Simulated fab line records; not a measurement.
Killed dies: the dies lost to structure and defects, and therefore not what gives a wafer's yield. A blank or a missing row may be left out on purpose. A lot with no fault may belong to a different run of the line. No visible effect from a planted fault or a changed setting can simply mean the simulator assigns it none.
Struck lot and sound lot, side by side + flow n5-finfet + 14 steps out of a route of 1938
Sound: wafers L183.1, L183.3, L183.4. Struck: wafer L197.5; the same lot's L197.6 was not struck, so it is left out; see the end for the cause.
Each step with rows lists, per side, the tool, then ch with its chambers, then its first start. Under that, the readings that differ: sound wafers + struck wafers + difference of the means + sigmas: that difference in standard deviations of wafers without a fault.
alike: words and numbers the same on both sides, and readings whose means are apart by under 2 such deviations; not compared: readings that were withheld, readings missing a value for some wafer, numbers with overlapping values and no deviation given by the record, and bounds like >300 which may hide the same value.
A row with sigmas, a row that says differs or no value, or rows on one side alone: a step with any of these is where the two part. When numbers do not overlap yet have no deviation, they are printed without sigmas and do not part them. Lack of a reading on every wafer of one side parts them only where that side has two or more wafers.

first, 7 steps without rows for these wafers: N5_PASSIVATION_COAT_24; N5_PASSIVATION_EBR_26; N5_PASSIVATION_SOFTBAKE_25 (time 90 s); N5_PASSIVATION_EXPOSE_27 (exposes mask PAD, defocus 0 nm); N5_PASSIVATION_PEB_28; N5_PASSIVATION_DEVELOP_29 (develop time 60 s); N5_PASSIVATION_HARDBAKE_31 (time 120 s).
N5_PASSIVATION_CD_MEAS_30: the cd target is 4000 nm.
  sound on cd-sem-01 ch 0, day 14 02:52; struck on cd-sem-02 ch 0, day 18 21:04
| reading    | sound                | struck | difference | sigmas |
|------------|----------------------|--------|------------|--------|
| cd-nm (nm) | 4002.2 3999.5 4001.0 | 3997.0 | -3.9       | -2     |
N5_PASSIVATION_OVL_MEAS_63:
  sound on overlay-01 ch 0, day 14 02:53; struck on overlay-01 ch 0, day 18 21:06
  alike: PAD_OVL
N5_PASSIVATION_INSPECT_64: inspects for defects (macro).
  sound on defect-inspect-02, day 14 02:55; struck on defect-inspect-01, day 18 21:08
| reading          | sound | struck | difference | sigmas |
|------------------|-------|--------|------------|--------|
| raw-defect-count | 7 4 5 | 0      | -5         | -3     |
N5_PASSIVATION_DESCUM_32: chemistry O2, time 7.9 s.
  sound on rie-diel-03 ch 0,1,2, day 14 03:03; struck on rie-diel-03 ch 2, day 18 21:11
  alike: drypump-motor-current-A, o2-flow-sccm, oes-product-au, rf-vpp-V, showerhead-plenum-p-Torr, throttle-valve-pct
  not compared: rf-hours-counter-h
N5_PASSIVATION_AL_ETCH_33: etches Al in Cl2/BCl3, stops on TaN, target depth 2800 nm, time 466.7 s.
  sound on rie-metal-01 ch 0,1, day 14 03:09; struck on rie-metal-03 ch 0, day 18 21:31
| reading               | sound          | struck | difference | sigmas |
|-----------------------|----------------|--------|------------|--------|
| oes-product-au (a.u.) | 0.84 0.85 0.70 | 0.59   | -0.21      | -2     |
  alike: drypump-motor-current-A, throttle-valve-pct
  not compared: rf-hours-counter-h
N5_PASSIVATION_ETCH_59: etches TaN in Cl2/BCl3, target depth 65 nm, time 34.9 s.
  sound on rie-metal-01 ch 0,1, day 14 03:33; struck on rie-metal-03 ch 0, day 18 21:43
| reading                  | sound             | struck | difference | sigmas |
|--------------------------|-------------------|--------|------------|--------|
| model.etch.depth-nm (nm) | 67.04 66.73 67.99 | 85.98  | +18.73     |        |
  alike: drypump-motor-current-A, oes-product-au, throttle-valve-pct
  not compared: rf-hours-counter-h
N5_PASSIVATION_STRIP_34: strips in O2.
  sound on rie-diel-04 ch 0,1,3, day 14 03:40; struck on rie-diel-04 ch 2, day 18 21:47
  alike: drypump-motor-current-A, o2-flow-sccm, oes-product-au, rf-vpp-V, showerhead-plenum-p-Torr, throttle-valve-pct
  not compared: rf-hours-counter-h

## WHERE THEY PART
First at N5_PASSIVATION_CD_MEAS_30; last, within this record, at N5_PASSIVATION_AL_ETCH_33. Later steps at which nothing parts them and some readings are alike: N5_PASSIVATION_ETCH_59, N5_PASSIVATION_STRIP_34.

WHY: whatever the simulator had introduced
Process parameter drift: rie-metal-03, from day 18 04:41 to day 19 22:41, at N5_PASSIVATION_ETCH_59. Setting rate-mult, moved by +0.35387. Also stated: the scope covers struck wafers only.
